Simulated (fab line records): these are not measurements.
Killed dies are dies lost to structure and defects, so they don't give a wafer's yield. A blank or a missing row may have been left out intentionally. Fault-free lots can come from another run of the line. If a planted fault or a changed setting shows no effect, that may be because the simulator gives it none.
Chamber matching | flow n5Finfet | N5_BEOL_M12_DESCUM_33 on rieDiel-04 has 4 sister chambers
The step chemistry O2, time 7.9 s. 4 wafers are shown with their chamber, then 7 later ones without.

## EACH WAFER AND ITS CHAMBER
wafer  | chamber | showerheadPlenumPTorr (Torr)
L085.2 | 3       | 2.11
L085.3 | 2       | 2.11
L086.4 | 1       | 2.03
L086.5 | 0       | 2.06

## WAFERS WHOSE CHAMBER IS MISSING
wafer  | showerheadPlenumPTorr (Torr)
L086.6 | 2.11
L092.2 | 2.03
L092.5 | 2.11
L092.6 | 2.05
L091.1 | 2.05
L091.3 | 2.03
L091.6 | 2.11

## WHICH CHAMBER EACH WENT THROUGH
wafer  | from the rows above     | in truth
L086.6 | can't be placed: 2 or 3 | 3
L092.2 | 1                       | 1
L092.5 | can't be placed: 2 or 3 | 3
L092.6 | can't be placed: 0 or 1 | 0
L091.1 | can't be placed: 0 or 1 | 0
L091.3 | 1                       | 1
L091.6 | can't be placed: 2 or 3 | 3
Placed correctly: 2 of 7. Unplaceable from these rows: 5, with the true chamber sitting among the candidates in 5. Placed wrongly: 0.
How it was worked out, from the rows above alone: a wafer's distance from a chamber is the root of the sum, over the readings, of the square of ((its reading less the chamber's mean) divided by the reading's scatter). The wafer belongs to the nearest chamber; if the next one is less than 2 further off, it can't be placed. Each chamber's mean is taken over the wafers shown for it. The scatter (one wafer shown for each chamber): square how far every hidden wafer sits from the nearest shown wafer, average those squares and take the square root.
